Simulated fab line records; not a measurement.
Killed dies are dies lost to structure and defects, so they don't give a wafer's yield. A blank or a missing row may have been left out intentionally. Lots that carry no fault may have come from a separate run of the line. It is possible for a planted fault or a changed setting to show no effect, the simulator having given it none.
A lot that was struck, set against a sound lot | flow nandHarc | 14 steps out of a route of 1302
Sound: the wafers L921.1, L921.5, L921.6. Wafers L938.2, L938.3, L938.4 were the ones struck. The cause is named last.
For every step that has rows: the tool of each side, followed by ch and its chambers, followed by its first start. Under that, the readings that differ: sound wafers | struck wafers | difference of the means | sigmas: that difference in standard deviations of wafers without a fault.
alike: same words and numbers on both sides, and readings whose means sit less than 2 such deviations apart. not compared: any withheld reading, any reading some wafer has no value for, any bound like >300 that may hide the same value, and any number with overlapping values for which the record gives no deviation.
A row with sigmas, a row that says differs or no value, or rows on one side alone: a step with any of these is where the two part. Non-overlapping numbers with no deviation appear without sigmas and do not part them. A reading missing from all wafers of one side parts the sides only when that side holds two or more wafers.

NHARC_A_BLC_PVD_32: deposits Ti, target thk 5 nm, time 17.7 s.
  sound on pvdSputter-02; struck on pvdSputter-03
  alike: throttleValvePct
NHARC_A_BLC_ALD_23: deposits TiN, target thk 3 nm, pulse time 1 s, ald cycles 150.
  sound on aldMetal-03 ch 1,2, day 23 04:34; struck on aldMetal-03 ch 0,1,2, day 30 08:37
  alike: heaterPowerW, precursorPulseHeightRel
NHARC_A_BLC_CVD_24: deposits W, target thk 150 nm, time 434 s.
  sound on cvdW-02 ch 0,1; struck on cvdW-02 ch 0,1
  alike: heaterPowerW, throttleValvePct
NHARC_A_BLC_CMP_25: polishes, t overpolish 30 s, target thk 150 nm.
  sound on cmp-02 ch 0,3, day 23 05:16; struck on cmp-01 ch 0,1,2, day 30 09:19
  alike: motorCurrentA, overpolishRunS, timeToEndpointS
next, for these wafers, 1 step has no rows: NHARC_A_BLC_SRD_27.
NHARC_A_BLC_INSPECT_28:
  struck on defectInspect-01, day 30 09:43; sound on defectInspect-01, day 23 05:40
  alike: rawDefectCount
then, 5 steps without rows for these wafers: NHARC_A_M0_DEP_00 (deposits SiOC, target thk 150 nm); NHARC_A_M0_DEHYDRATE_01 (time 120 s); NHARC_A_M0_HMDS_02 (time 30 s); NHARC_A_M0_COAT_33 (time 65 s); NHARC_A_M0_COAT_03 (resist thk 90 nm).
NHARC_A_M0_SOFTBAKE_04: time 55 s.
  sound on lithoTrack-04 ch 0, day 23 06:00; struck on lithoTrack-01 ch 0, day 30 10:00
reading               | sound                | struck               | difference | sigmas
heaterPowerTotalW (W) | 188.50 188.31 188.46 | 174.95 174.89 174.85 | -13.53     | -99 or more
then, 2 steps without rows for these wafers: NHARC_A_M0_EBR_05; NHARC_END_SORT_01.

== WHERE THEY PART ==
Only at NHARC_A_M0_SOFTBAKE_04, as far as this record shows.

WHY: whatever the simulator had introduced
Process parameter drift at NHARC_A_M0_SOFTBAKE_04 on lithoTrack-01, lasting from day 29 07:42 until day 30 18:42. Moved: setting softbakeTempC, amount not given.
